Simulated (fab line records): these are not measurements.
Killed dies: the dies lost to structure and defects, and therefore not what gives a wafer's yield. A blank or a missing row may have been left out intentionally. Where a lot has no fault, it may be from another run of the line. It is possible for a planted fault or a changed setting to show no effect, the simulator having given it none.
Matching of chambers ; flow n5_finfet ; N5_BEOL_M0_SAQP_ETCH_83 on rie_diel-02: 4 sister chambers
The step etches SiARC in CF4, target depth 39 nm, time 65 s. 4 wafers are shown with their chamber, then 11 later ones without.

== WAFERS WITH THEIR CHAMBER ==
wafer;chamber;drypump_motor_current_A (A)
L084.4;0;5.6
L085.2;3;6.0
L085.6;1;5.4
L086.2;2;6.2

== WAFERS WITHOUT THEIR CHAMBER ==
wafer;drypump_motor_current_A (A)
L086.4;6.0
L086.5;6.2
L093.2;5.3
L093.3;6.0
L093.6;6.0
L094.2;5.4
L094.3;5.5
L094.5;6.2
L096.1;6.2
L096.4;5.6
L096.6;6.2

== THE CHAMBER EACH PASSED THROUGH ==
wafer;from the rows above;in truth
L086.4;3;3
L086.5;2;2
L093.2;1;1
L093.3;3;3
L093.6;3;3
L094.2;1;1
L094.3;can't be placed: 0 or 1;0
L094.5;2;2
L096.1;2;2
L096.4;0;0
L096.6;2;2
Correctly placed: 10 of 11. These rows do not allow placing 1 (true chamber among the candidates in 1). Number placed wrongly: 0.
How it was worked out, from the rows above alone: a wafer's distance from a chamber is the root of the sum, over the readings, of the square of ((its reading less the chamber's mean) divided by the reading's scatter). The wafer belongs to the nearest chamber; if the next one is less than 2 further off, it can't be placed. For every chamber, the mean is computed from those of its wafers that are shown. The scatter (one wafer shown for each chamber): square how far every hidden wafer sits from the nearest shown wafer, average those squares and take the square root.
